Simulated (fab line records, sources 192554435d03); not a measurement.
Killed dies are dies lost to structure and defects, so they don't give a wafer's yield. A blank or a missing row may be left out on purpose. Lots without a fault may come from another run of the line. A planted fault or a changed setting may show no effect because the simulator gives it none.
Which tool did it? | flow n5_finfet | 8 lots, 24 wafers sampled, at 7 steps of a route of 1938

WHAT THE GAUGES READ, wafer by wafer
N5_GATE_CUT_THK_MEAS_24.
lot  | measured     | on            | GC_FILL_THK (nm)
L193 | day 4 21:13  | film_metro-02 | 218.9 220.8 221.8
L195 | day 5 04:38  | film_metro-02 | 219.0 217.6 222.4
L203 | day 7 05:32  | film_metro-01 | 256.1 221.7 258.5
L205 | day 7 14:46  | film_metro-01 | 252.4 255.3 219.0
L209 | day 8 13:40  | film_metro-02 | 218.1 222.8 220.8
L210 | day 9 00:50  | film_metro-02 | 219.6 222.1 223.3
L211 | day 9 05:26  | film_metro-02 | 221.2 222.2 221.9
L215 | day 10 04:43 | film_metro-01 | 218.9 218.2 220.2

N5_BEOL_M4_RC_MEAS_101.
lot  | measured     | on        | DIBL_N (mV/V)  | DIBL_P (mV/V)  | IOFF_N (nA/um)    | IOFF_P (nA/um) | ION_N (uA/um) | ION_P (uA/um) | SS_N (mV/dec)  | SS_P (mV/dec)  | VT_N (mV)         | VT_P (mV)
L193 | day 8 02:21  | prober-01 | 37.2 36.6 35.3 | 38.5 37.3 36.4 | 0.169 0.150 0.137 | 0.23 0.21 0.20 | 681 676 661   | 466 467 457   | 71.4 71.6 71.5 | 72.8 72.7 73.0 | 246.2 249.8 251.9 | -249 -251 -252
L195 | day 8 19:53  | prober-01 | 34.6 35.1 35.3 | 34.8 34.9 35.1 | 0.128 0.132 0.137 | 0.16 0.17 0.17 | 665 662 668   | 455 453 455   | 71.2 71.7 71.2 | 72.0 72.3 71.9 | 251.3 251.7 253.9 | -256 -253 -254
L203 | day 11 11:13 | prober-02 | 37.4 36.9 37.3 | 35.5 35.0 35.6 | 0.168 0.162 0.174 | 0.23 0.21 0.23 | 683 680 682   | 466 466 465   | 70.9 71.2 71.6 | 73.8 73.2 73.8 | 249.0 248.9 250.0 | -249 -247 -247
L205 | day 12 05:26 | prober-01 | 37.2 35.8 36.2 | 37.3 36.4 36.6 | 0.182 0.173 0.173 | 0.25 0.24 0.23 | 680 680 677   | 475 472 465   | 71.3 71.3 71.1 | 73.5 73.9 72.8 | 248.5 249.2 247.7 | -246 -245 -246
L209 | day 12 10:00 | prober-02 | 36.0 36.0 36.0 | 35.9 36.1 36.1 | 0.160 0.152 0.159 | 0.20 0.20 0.20 | 683 672 685   | 463 461 463   | 71.2 71.7 71.2 | 73.4 72.8 72.5 | 249.9 249.2 248.5 | -250 -252 -251
L210 | day 13 11:38 | prober-02 | 35.0 35.3 34.5 | 35.0 35.0 33.3 | 0.143 0.149 0.137 | 0.25 0.23 0.21 | 674 677 687   | 464 472 473   | 72.2 71.7 71.4 | 73.6 73.6 73.2 | 251.8 252.1 250.9 | -248 -247 -248
L211 | day 13 11:45 | prober-01 | 35.0 35.9 35.8 | 33.2 34.8 34.6 | 0.123 0.141 0.130 | 0.15 0.17 0.17 | 654 665 650   | 443 450 442   | 70.7 71.5 71.2 | 73.8 73.9 73.9 | 256.3 254.5 257.1 | -256 -258 -256
L215 | day 13 19:12 | prober-01 | 35.7 37.4 36.5 | 36.1 37.9 36.6 | 0.147 0.182 0.170 | 0.25 0.28 0.26 | 673 675 667   | 469 473 464   | 71.2 71.5 71.8 | 73.3 74.0 73.9 | 249.2 246.1 247.4 | -246 -245 -246

WHICH TOOL RAN EACH LOT (tool, then ch and the chambers of the sampled wafers, then the start)
lot  | N5_GATE_CUT_HM_DEP_46         | N5_GATE_CUT_ETCH_36                | N5_GATE_CUT_HM_OPEN_40             | N5_GATE_CUT_ETCH_47              | N5_GATE_CUT_STRIP_21
L193 | pecvd-03 ch 0,2, day 4 17:34  | rie_diel-02 ch 0,1, day 4 18:05    | rie_diel-02 ch 0,1, day 4 18:11    | rie_metal-03 ch 0,1, day 4 18:34 | plasma_asher-02 ch 1, day 4 18:43
L195 | pecvd-03 ch 1,2, day 5 00:55  | rie_diel-04 ch 0,1,2, day 5 01:35  | rie_diel-04 ch 0,1,2, day 5 01:42  | rie_metal-01 ch 0,1, day 5 02:05 | plasma_asher-01 ch 1, day 5 02:13
L203 | pecvd-03 ch 1,2, day 7 02:27  | rie_diel-04 ch 0,1,3, day 7 02:58  | rie_diel-04 ch 0,1,3, day 7 03:04  | rie_metal-03 ch 1, day 7 03:27   | plasma_asher-02 ch 0,1, day 7 03:35
L205 | pecvd-03 ch 1,2, day 7 11:34  | rie_diel-02 ch 0,1,2, day 7 12:13  | rie_diel-02 ch 0,1,2, day 7 12:19  | rie_metal-03 ch 0,1, day 7 12:41 | plasma_asher-01 ch 0,1, day 7 12:50
L209 | pecvd-02 ch 0,1, day 8 10:35  | rie_diel-02 ch 0,2,3, day 8 11:07  | rie_diel-02 ch 0,2,3, day 8 11:13  | rie_metal-02 ch 0,1, day 8 11:36 | plasma_asher-02 ch 1, day 8 11:44
L210 | pecvd-02 ch 0,2, day 8 19:40  | rie_diel-02 ch 0,2, day 8 20:11    | rie_diel-02 ch 0,2, day 8 20:17    | rie_metal-01 ch 0,1, day 8 20:40 | plasma_asher-02 ch 0,1, day 8 20:49
L211 | pecvd-02 ch 0,2, day 9 02:19  | rie_diel-04 ch 0,2, day 9 02:50    | rie_diel-04 ch 0,2, day 9 02:57    | rie_metal-01 ch 1, day 9 03:20   | plasma_asher-02 ch 0,1, day 9 03:28
L215 | pecvd-01 ch 0,2, day 10 01:39 | rie_diel-04 ch 0,1,2, day 10 02:10 | rie_diel-04 ch 0,1,2, day 10 02:16 | rie_metal-02 ch 1, day 10 02:39  | plasma_asher-02 ch 1, day 10 02:47
- N5_GATE_CUT_HM_DEP_46: deposits SiO2 from TEOS/O2, target thk 130 nm, time 26.6 s.
- N5_GATE_CUT_ETCH_36: etches SiARC in CF4, target depth 13 nm, time 21.7 s.
- N5_GATE_CUT_HM_OPEN_40: chemistry C4F6/O2, target SiO2, target depth 139 nm, time 85.1 s.
- N5_GATE_CUT_ETCH_47: etches SiO2 in Cl2/BCl3, target depth 10 nm.
- N5_GATE_CUT_STRIP_21: strips in N2/H2, time 30 s.

WHAT THE TOOLS THEMSELVES READ (means of the sampled wafers that have a number; where no wafer has one, the mark that the record gives instead)
N5_GATE_CUT_HM_DEP_46.
lot  | tool     | heater_power_w (W) | showerhead_plenum_p_Torr (Torr) | throttle_valve_pct (%)
L193 | pecvd-03 | 489                | 8.363                           | 17.8
L195 | pecvd-03 | 498                | 8.369                           | 17.1
L203 | pecvd-03 | 514                | 8.346                           | 18.0
L205 | pecvd-03 | 533                | 8.353                           | 17.3
L209 | pecvd-02 | 576                | 8.361                           | 19.4
L210 | pecvd-02 | 600                | 8.354                           | 19.1
L211 | pecvd-02 | 580                | 8.369                           | 19.0
L215 | pecvd-01 | 584                | 8.397                           | 18.3

N5_GATE_CUT_ETCH_36.
lot  | tool        | drypump_motor_current_A (A) | etch_rf_on_time_s (s) | oes_product_au (a.u.) | rf_vpp_V (V) | showerhead_plenum_p_Torr (Torr) | throttle_valve_pct (%)
L193 | rie_diel-02 | 6.0                         | 21.7                  | 0.62                  | 183.8        | 2.10                            | 15.88
L195 | rie_diel-04 | 6.1                         | 21.6                  | 0.66                  | 184.6        | 2.15                            | 15.70
L203 | rie_diel-04 | 6.1                         | 21.3                  | 0.64                  | 183.2        | 2.08                            | 15.84
L205 | rie_diel-02 | 5.8                         | 21.5                  | 0.71                  | 184.8        | 2.19                            | 15.55
L209 | rie_diel-02 | 5.5                         | 21.8                  | 0.63                  | 183.4        | 2.13                            | 15.76
L210 | rie_diel-02 | 5.9                         | 22.0                  | 0.61                  | 183.6        | 2.13                            | 15.84
L211 | rie_diel-04 | 5.9                         | 21.6                  | 0.63                  | 183.3        | 2.16                            | 15.77
L215 | rie_diel-04 | 6.1                         | 21.7                  | 0.63                  | 183.4        | 2.14                            | 15.78

N5_GATE_CUT_HM_OPEN_40.
lot  | tool        | drypump_motor_current_A (A) | etch_rf_on_time_s (s) | oes_f_703_au (a.u.) | oes_product_au (a.u.) | rf_vpp_V (V) | showerhead_plenum_p_Torr (Torr) | throttle_valve_pct (%)
L193 | rie_diel-02 | 6.0                         | 94.8                  | 0.71                | 0.65                  | 664          | 2.79                            | 21.16
L195 | rie_diel-04 | 6.1                         | 93.1                  | 0.78                | 0.69                  | 664          | 2.85                            | 21.02
L203 | rie_diel-04 | 6.1                         | 111.7                 | 0.75                | 0.68                  | 662          | 2.76                            | 21.18
L205 | rie_diel-02 | 5.8                         | 109.1                 | 0.82                | 0.76                  | 671          | 2.91                            | 20.89
L209 | rie_diel-02 | 5.4                         | 94.9                  | 0.73                | 0.66                  | 668          | 2.83                            | 21.08
L210 | rie_diel-02 | 5.9                         | 95.9                  | 0.71                | 0.64                  | 668          | 2.82                            | 21.13
L211 | rie_diel-04 | 5.9                         | 95.7                  | 0.73                | 0.66                  | 668          | 2.87                            | 21.07
L215 | rie_diel-04 | 6.1                         | 92.3                  | 0.75                | 0.67                  | 664          | 2.84                            | 21.07

N5_GATE_CUT_ETCH_47.
lot  | tool         | drypump_motor_current_A (A) | mfc_cl2_sccm (sccm) | oes_product_au (a.u.) | throttle_valve_pct (%)
L193 | rie_metal-03 | 6.0                         | 53.26               | 0.80                  | 22.70
L195 | rie_metal-01 | 5.6                         | 53.39               | 0.90                  | 22.51
L203 | rie_metal-03 | 6.0                         | 53.12               | 0.86                  | 22.60
L205 | rie_metal-03 | 6.1                         | 53.39               | 0.78                  | 22.72
L209 | rie_metal-02 | 6.4                         | 53.33               | 0.73                  | 22.61
L210 | rie_metal-01 | 5.6                         | 53.36               | 0.87                  | 22.55
L211 | rie_metal-01 | 5.3                         | 53.46               | 0.77                  | 22.51
L215 | rie_metal-02 | 6.3                         | 52.90               | 0.75                  | 22.61

N5_GATE_CUT_STRIP_21.
lot  | tool            | drypump_motor_current_A (A) | heater_power_w (W) | n2_flow_sccm (sccm)
L193 | plasma_asher-02 | 5.31                        | 365                | 1751
L195 | plasma_asher-01 | 5.52                        | 294                | 1747
L203 | plasma_asher-02 | 5.30                        | 350                | 1750
L205 | plasma_asher-01 | 5.50                        | 311                | 1752
L209 | plasma_asher-02 | 5.33                        | 373                | 1751
L210 | plasma_asher-02 | 5.30                        | 359                | 1747
L211 | plasma_asher-02 | 5.30                        | 355                | 1751
L215 | plasma_asher-02 | 5.31                        | 361                | 1756

THE ANSWER, worked out from the rows above alone
Rule: what is usual is taken from the lots themselves. Put in order of their means at a reading, lots are off if they are a third of the lots or fewer, leave a main group of 4 or more, and stand apart from it by a gap of 3 or more times the standard deviation of the main group's means; of several such gaps the widest counts. A main group whose means are all the same, to the digits that the tables above print for the reading, isn't used. A lot without any number at a reading at which 4 lots or more have one is off too. The other lots that the step has rows for count as sound. The gauges are gone through in route order, then the tools' own readings, and for those a lot's mean is taken as printed above. The first step at which some lot is off is used, and at that step the reading that is off furthest; a lot without a number counts as furthest.
Off: L203, L205, at N5_GATE_CUT_THK_MEAS_24 (GC_FILL_THK). The main group: mean 220.5 nm, standard deviation 0.97.
A tool fits if, at a process step before that reading, it ran every lot that is off, and no sound lot after the first of them. The gauges at N5_GATE_CUT_THK_MEAS_24 aren't tried: what is off there is off at N5_GATE_CUT_HM_OPEN_40 too, on other tools, and a gauge's error can't cause that. Can't be told from this: 2 tools fit, pecvd-03 at N5_GATE_CUT_HM_DEP_46, rie_metal-03 at N5_GATE_CUT_ETCH_47.

WHAT THE SIMULATOR HAD PUT IN
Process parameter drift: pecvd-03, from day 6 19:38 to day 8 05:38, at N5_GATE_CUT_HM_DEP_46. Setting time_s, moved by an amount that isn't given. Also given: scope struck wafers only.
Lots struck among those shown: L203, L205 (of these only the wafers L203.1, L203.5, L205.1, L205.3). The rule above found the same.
